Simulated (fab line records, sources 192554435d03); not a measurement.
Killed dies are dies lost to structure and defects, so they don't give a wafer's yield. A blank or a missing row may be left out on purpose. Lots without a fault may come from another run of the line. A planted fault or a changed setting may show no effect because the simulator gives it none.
A struck lot beside a sound one | flow n5_finfet | 16 steps out of a route of 1938
Sound: wafers L265.2, L265.4, L265.6. Struck: wafers L282.1, L282.3, L282.4. The cause comes at the end.
At each step with rows: each side's tool, then ch and its chambers, then its first start. Under that, the readings that differ: sound wafers | struck wafers | difference of the means | sigmas: that difference in standard deviations of wafers without a fault.
alike: readings whose means differ by less than 2 such deviations, and words and numbers that are the same on both sides. not compared: withheld readings, readings that some wafer has no value for, bounds like >300 that may hide the same value, and numbers for which the record gives no deviation and whose values overlap.
The two part at a step that has a row with sigmas, a row that says differs or no value, or rows on one side only. Numbers that don't overlap but have no deviation are shown without sigmas and don't part them. A reading that every wafer of one side lacks parts them only if that side has two wafers or more.

first, 7 steps without rows for these wafers: N5_BEOL_M3_COAT_73 (time 60 s, resist thk 5 nm); N5_BEOL_M3_COAT_05 (resist thk 30 nm); N5_BEOL_M3_EBR_07; N5_BEOL_M3_SOFTBAKE_06 (time 60 s); N5_BEOL_M3_EXPOSE_08 (exposes mask M3); N5_BEOL_M3_PEB_09 (peb time 60 s); N5_BEOL_M3_DEVELOP_10 (develop time 30 s).
N5_BEOL_M3_CD_MEAS_11: target cd 17.05 nm.
  sound on cd_sem-02 ch 0, day 8 04:18; struck on cd_sem-01 ch 0, day 12 02:13
  alike: cd_nm
N5_BEOL_M3_OVL_MEAS_12:
  sound on overlay-01 ch 0, day 8 04:20; struck on overlay-02 ch 0, day 12 02:14
  alike: M3_OVL
N5_BEOL_M3_INSPECT_13: inspects for defects (brightfield).
  sound on defect_inspect-02, day 8 04:23; struck on defect_inspect-01, day 12 02:18
  alike: raw_defect_count
N5_BEOL_M3_DESCUM_16: chemistry O2, time 7 s.
  sound on rie_diel-04 ch 0,1,3, day 8 04:25; struck on rie_diel-04 ch 0,3, day 12 02:20
  alike: drypump_motor_current_A, oes_product_au, rf_vpp_V, showerhead_plenum_p_Torr, temp_c, throttle_valve_pct
  not compared: rf_hours_counter_h
N5_BEOL_M3_ETCH_74: etches underlayer in N2/H2, target depth 6.5 nm, time 5.2 s.
  sound on rie_diel-04 ch 0,1,3, day 8 04:27; struck on rie_diel-04 ch 0,3, day 12 02:22
  alike: drypump_motor_current_A, etch_rf_on_time_s, oes_product_au, rf_vpp_V, showerhead_plenum_p_Torr, throttle_valve_pct
  not compared: rf_hours_counter_h
N5_BEOL_M3_ETCH_63: etches SiARC in CF4, target depth 15.6 nm, time 26 s.
  sound on rie_diel-04 ch 0,1,3, day 8 04:28; struck on rie_diel-04 ch 0,3, day 12 02:23
  reading               | sound          | struck         | difference | sigmas
  etch_rf_on_time_s (s) | 24.8 25.3 25.2 | 18.5 18.2 18.2 | -6.8       | -12
  oes_product_au (a.u.) | 0.63 0.62 0.63 | 0.73 0.74 0.74 | +0.11      | +2
  alike: drypump_motor_current_A, rf_vpp_V, showerhead_plenum_p_Torr, throttle_valve_pct
  not compared: rf_hours_counter_h
N5_BEOL_M3_ETCH_64: etches SOC in N2/H2, target depth 75 nm, overetch 15 nm, time 112.5 s.
  sound on rie_diel-04 ch 0,1,3, day 8 04:30; struck on rie_diel-04 ch 0,3, day 12 02:25
  alike: drypump_motor_current_A, oes_product_au, rf_vpp_V, showerhead_plenum_p_Torr, temp_c, throttle_valve_pct
  not compared: rf_hours_counter_h
N5_BEOL_M4_RC_MEAS_101:
  sound on prober-02 ch 0, day 9 00:23; struck on prober-02 ch 0, day 12 21:16
  alike: DIBL_N, DIBL_P, IOFF_N, IOFF_P, ION_N, ION_P, SS_N, SS_P, VT_N, VT_P
N5_PASSIVATION_PROBE_49:
  the record has rows for the sound wafers here (prober-02, day 13 15:51) and none for the struck ones

WHERE THEY PART
First at N5_BEOL_M3_ETCH_63; last, within this record, at N5_PASSIVATION_PROBE_49.

WHY: what the simulator had put in
Process parameter drift: rie_diel-04, from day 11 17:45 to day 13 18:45, at N5_BEOL_M3_ETCH_63. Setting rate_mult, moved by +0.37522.
